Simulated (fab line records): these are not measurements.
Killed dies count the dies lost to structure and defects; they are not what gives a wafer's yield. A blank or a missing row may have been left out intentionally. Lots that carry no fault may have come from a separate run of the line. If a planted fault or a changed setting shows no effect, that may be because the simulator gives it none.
Matching of chambers | flow n5Finfet | N5_BEOL_M9_ETCH_65 on rieDiel-01 has 4 sister chambers
The step etches SiARC in CF4, target depth 15.6 nm, time 26 s. 4 wafers are shown with their chamber, then 7 later ones without.

## WAFERS, EACH WITH ITS CHAMBER
wafer  | chamber | showerheadPlenumPTorr (Torr)
L347.4 | 0       | 2.18
L350.4 | 3       | 2.13
L351.3 | 2       | 2.19
L351.4 | 1       | 2.26

## WAFERS WITH NO CHAMBER GIVEN
wafer  | showerheadPlenumPTorr (Torr)
L351.5 | 2.18
L357.1 | 2.17
L357.4 | 2.17
L357.5 | 2.17
L360.1 | 2.12
L360.2 | 2.17
L360.5 | 2.17

## WHICH CHAMBER EACH ONE RAN IN
wafer  | from the rows above     | in truth
L351.5 | can't be placed: 0 or 2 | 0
L357.1 | can't be placed: 0 or 2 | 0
L357.4 | can't be placed: 0 or 2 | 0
L357.5 | can't be placed: 0 or 2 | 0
L360.1 | 3                       | 3
L360.2 | can't be placed: 0 or 2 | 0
L360.5 | can't be placed: 0 or 2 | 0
Correct placement for 1 of the 7. From these rows, 6 cannot be placed; in 6 the true chamber is one of the candidates. Wrongly placed: 0.
How it was worked out, from the rows above alone: a wafer's distance from a chamber is the root of the sum, over the readings, of the square of ((its reading less the chamber's mean) divided by the reading's scatter). If the next closest chamber is less than 2 further off than the closest, the wafer can't be placed; otherwise it belongs to the closest. For every chamber, the mean is computed from those of its wafers that are shown. The scatter: root of mean squared gap, hidden wafer to nearest shown wafer, with one shown wafer a chamber.
